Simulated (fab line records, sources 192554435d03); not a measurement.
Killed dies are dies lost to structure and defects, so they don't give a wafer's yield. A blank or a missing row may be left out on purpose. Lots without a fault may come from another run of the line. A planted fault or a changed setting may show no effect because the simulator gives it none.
A struck lot beside a sound one | flow n5_finfet | 23 steps out of a route of 1938
Sound: wafers L176.2, L176.3, L176.5. Struck: wafers L192.3, L192.5, L192.6. The cause comes at the end.
At each step with rows: each side's tool, then ch and its chambers, then its first start. Under that, the readings that differ: sound wafers | struck wafers | difference of the means | sigmas: that difference in standard deviations of wafers without a fault.
alike: readings whose means differ by less than 2 such deviations, and words and numbers that are the same on both sides. not compared: withheld readings, readings that some wafer has no value for, bounds like >300 that may hide the same value, and numbers for which the record gives no deviation and whose values overlap.
The two part at a step that has a row with sigmas, a row that says differs or no value, or rows on one side only. Numbers that don't overlap but have no deviation are shown without sigmas and don't part them. A reading that every wafer of one side lacks parts them only if that side has two wafers or more.

first, 9 steps without rows for these wafers: N5_BEOL_M4_DEVELOP_10 (develop time 30 s); N5_BEOL_M4_DESCUM_16 (chemistry O2, time 7 s); N5_BEOL_M4_ETCH_74 (etches underlayer in N2/H2, target depth 6.5 nm, time 5.2 s); N5_BEOL_M4_ETCH_63 (etches SiARC in CF4, target depth 15.6 nm, time 26 s); N5_BEOL_M4_ETCH_64 (etches SOC in N2/H2, target depth 75 nm, overetch 22.5 nm, time 121.9 s); N5_BEOL_M4_STRIP_65 (strips in N2/H2); N5_BEOL_M4_STRIP_75 (strips in N2/H2); N5_BEOL_M4_STRIP_66 (strips in CF4); N5_BEOL_M4_HM_OPEN_17 (chemistry Cl2/BCl3, target TiN, target depth 20 nm, overetch 6 nm).
N5_BEOL_M4_STRIP_19: strips in O2.
  sound on rie_diel-04 ch 0,1, day 8 17:23; struck on rie_diel-04 ch 0,1,2, day 12 15:11
  alike: drypump_motor_current_A, oes_product_au, rf_vpp_V, showerhead_plenum_p_Torr, temp_c, throttle_valve_pct
  not compared: rf_hours_counter_h
then, 9 steps without rows for these wafers: N5_BEOL_M4_COAT_67 (time 60 s, resist thk 60 nm); N5_BEOL_M4_COAT_68 (time 60 s, resist thk 12 nm); N5_BEOL_M4_COAT_76 (time 60 s, resist thk 5 nm); N5_BEOL_M4_COAT_22 (resist thk 30 nm); N5_BEOL_M4_EBR_24; N5_BEOL_M4_SOFTBAKE_23 (time 60 s); N5_BEOL_M4_EXPOSE_25 (exposes mask V3, defocus 5 nm); N5_BEOL_M4_PEB_26 (peb time 60 s); N5_BEOL_M4_DEVELOP_27 (develop time 30 s).
N5_BEOL_M4_INSPECT_30: inspects for defects (brightfield).
  sound on defect_inspect-01, day 8 17:52; struck on defect_inspect-02, day 12 15:41
  reading          | sound       | struck         | difference | sigmas
  raw_defect_count | 455 387 481 | 1533 1493 1574 | +1092      | +14
then, 1 step without rows for these wafers: N5_BEOL_M4_DESCUM_33 (chemistry O2, time 7 s).
N5_BEOL_M4_RC_MEAS_101:
  sound on prober-01 ch 0, day 9 10:29; struck on prober-02 ch 0, day 13 14:38
  alike: DIBL_N, DIBL_P, IOFF_N, IOFF_P, ION_N, ION_P, SS_N, SS_P, VT_N, VT_P
-- the record jumps here: 5 days lie between the struck wafers' starts before and after (it left off in module BEOL_M4 and takes up again in module PASSIVATION, whose first step shown is number 1936 of the route) --
N5_PASSIVATION_PROBE_49:
  the record has rows for the struck wafers here (prober-02, day 18 08:12) and none for the sound ones

WHERE THEY PART
First at N5_BEOL_M4_INSPECT_30; last, within this record, at N5_PASSIVATION_PROBE_49.

WHY: what the simulator had put in
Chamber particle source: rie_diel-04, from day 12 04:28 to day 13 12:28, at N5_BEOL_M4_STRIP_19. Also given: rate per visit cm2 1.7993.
